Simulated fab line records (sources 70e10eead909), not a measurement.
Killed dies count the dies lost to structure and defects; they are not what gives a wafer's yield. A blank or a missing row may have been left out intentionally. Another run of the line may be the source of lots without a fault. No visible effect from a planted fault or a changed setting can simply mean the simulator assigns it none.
Chamber matching	flow nandHarc	NHARC_A_CHANNEL_HOLE_D2_ETCH_44 on rieDiel-07: 4 sister chambers
The step etches the open film in CF4/O2, target depth 140 nm, overetch 14 nm, time 77 s. 7 wafers are shown with their chamber, then 7 later ones without.

WAFERS WITH THEIR CHAMBER
wafer	chamber	drypumpMotorCurrentA (A)	showerheadPlenumPTorr (Torr)
L582.3	3	5.3	1.35
L586.6	0	6.2	1.37
L587.1	2	5.6	1.33
L587.2	0	6.3	1.37
L587.5	1	6.0	1.33
L592.3	1	6.0	1.32
L592.4	3	5.4	1.35

WAFERS WITH NO CHAMBER GIVEN
wafer	drypumpMotorCurrentA (A)	showerheadPlenumPTorr (Torr)
L592.5	6.3	1.37
L601.1	6.3	1.37
L601.4	6.0	1.32
L601.6	6.3	1.37
L602.2	6.3	1.36
L602.5	5.4	1.35
L602.6	6.3	1.36

CHAMBER TAKEN BY EACH
wafer	from the rows above	in truth
L592.5	0	0
L601.1	0	0
L601.4	1	1
L601.6	0	0
L602.2	0	0
L602.5	3	3
L602.6	0	0
Placed correctly: 7 of 7. Number that these rows cannot place: 0. 0 placed wrongly.
How it was worked out, from the rows above alone: a wafer's distance from a chamber is the root of the sum, over the readings, of the square of ((its reading less the chamber's mean) divided by the reading's scatter). If the next closest chamber is less than 2 further off than the closest, the wafer can't be placed; otherwise it belongs to the closest. For every chamber, the mean is computed from those of its wafers that are shown. The scatter: take each reading less its chamber's mean, square it, sum over the shown wafers, divide by the number of wafers less the number of chambers, and take the root.
